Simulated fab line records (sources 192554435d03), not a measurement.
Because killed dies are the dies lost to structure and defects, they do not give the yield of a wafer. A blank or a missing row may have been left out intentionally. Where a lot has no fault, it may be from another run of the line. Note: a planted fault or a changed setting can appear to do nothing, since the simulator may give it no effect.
The same fault as seen by 2 desks	flow n5-finfet	each desk has only its own numbers; what lay behind them comes last

== FROM THE METROLOGY DESK ==
What the gauges read, lot by lot, whatever tool the lot ran on: means of the sampled wafers that have a number. Marked OUT: a lot whose mean sits more than 4 standard deviations from the usual mean, which makes it out of limits; the brackets give that distance. Of its 10 readings 7 are shown: those that lie furthest out on some lot.
Columns: A = DIBL_N at N5_BEOL_M4_RC_MEAS_101, usual 36.3 mV/V; B = DIBL_P at N5_BEOL_M4_RC_MEAS_101, usual 36.2 mV/V; C = IOFF_N at N5_BEOL_M4_RC_MEAS_101, usual 0.160 nA/um; D = IOFF_P at N5_BEOL_M4_RC_MEAS_101, usual 0.21 nA/um; E = SS_N at N5_BEOL_M4_RC_MEAS_101, usual 71.5 mV/dec; F = SS_P at N5_BEOL_M4_RC_MEAS_101, usual 73.3 mV/dec; G = VT_P at N5_BEOL_M4_RC_MEAS_101, usual -250 mV
lot	first seen here	A	B	C	D	E	F	G
L664	day 8 00:02	36.0	35.6	0.157	0.21	70.7	72.6	-249
L665	day 8 04:13	34.0	33.8	0.131	0.17	71.0	72.5	-255
L668	day 9 10:43	38.9	38.1	0.176	0.25	71.9	73.8	-247
L671	day 10 06:52	35.6	34.2	0.148	0.22	71.6	72.5	-248
L672	day 10 15:08	37.8	38.7	0.185	0.28	71.5	73.5	-243
L674	day 10 19:08	38.1	39.1	0.198	0.25	71.8	74.6	-250
L673	day 10 22:34	36.4	38.6	0.166	0.21	72.1	73.2	-254
L677	day 11 05:39	36.9	37.0	0.177	0.21	71.9	73.7	-252
L683	day 13 12:14	32.8	30.9	0.112	0.15	70.5	72.6	-254
L686	day 13 21:29	36.0	35.8	0.146	0.17	71.7	73.5	-255
Result from this desk: across the 10 lots, nothing is out of limits.

== TOOL OWNER'S DESK, rie-diel-04 ==
The tool's own readings at N5_DUMMY_GATE_ETCH_37 (etches SOC in N2/H2, target depth 60 nm, overetch 30 nm): means of the sampled wafers that have a number, for each lot that ran on this tool. Marked OUT: a lot whose mean sits more than 4 standard deviations from the usual mean, which makes it out of limits; the brackets give that distance.
Columns: A = drypump-motor-current-A at N5_DUMMY_GATE_ETCH_37, usual 5.9 A; B = oes-product-au at N5_DUMMY_GATE_ETCH_37, usual 0.62 a.u.; C = rf-fwd-power-W at N5_DUMMY_GATE_ETCH_37, usual 830 W; D = rf-vpp-V at N5_DUMMY_GATE_ETCH_37, usual 524.7 V; E = showerhead-plenum-p-Torr at N5_DUMMY_GATE_ETCH_37, usual 2.58 Torr; F = throttle-valve-pct at N5_DUMMY_GATE_ETCH_37, usual 17.87 %
lot	first seen here	A	B	C	D	E	F
L671	day 4 22:30	6.0	0.60	832	525.0	2.61	18.01
L672	day 5 03:50	5.8	0.59	830	524.7	2.61	17.94
L673	day 5 11:31	6.1	0.58	896 (+17) OUT	512.7 (-5.5) OUT	2.57	17.98
L674	day 5 18:06	5.9	0.61	900 (+18) OUT	513.5 (-5.1) OUT	2.60	18.01
This desk's verdict: out of limits on L673, L674, starting with L673 at day 5 11:31 (rf-fwd-power-W at N5_DUMMY_GATE_ETCH_37). L671, L672 stayed within limits.

== TAKEN TOGETHER ==
The tool owner's desk could have raised an alarm at day 5 11:31, on L673, L674.
At the metrology desk, nothing out of limits was observed.
The metrology desk has L673, L674 on record, within its limits.
Every lot named ran N5_DUMMY_GATE_ETCH_37 on rie-diel-04.

== WHAT HAD BEEN PUT IN BY THE SIMULATOR ==
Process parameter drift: rie-diel-04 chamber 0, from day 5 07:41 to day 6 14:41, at N5_DUMMY_GATE_ETCH_37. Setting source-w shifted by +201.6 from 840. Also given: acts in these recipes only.
Shown lots that were struck: L673, L674.
Hours from the fault's start to each desk's first reading out of limits: the tool owner's desk, 4.
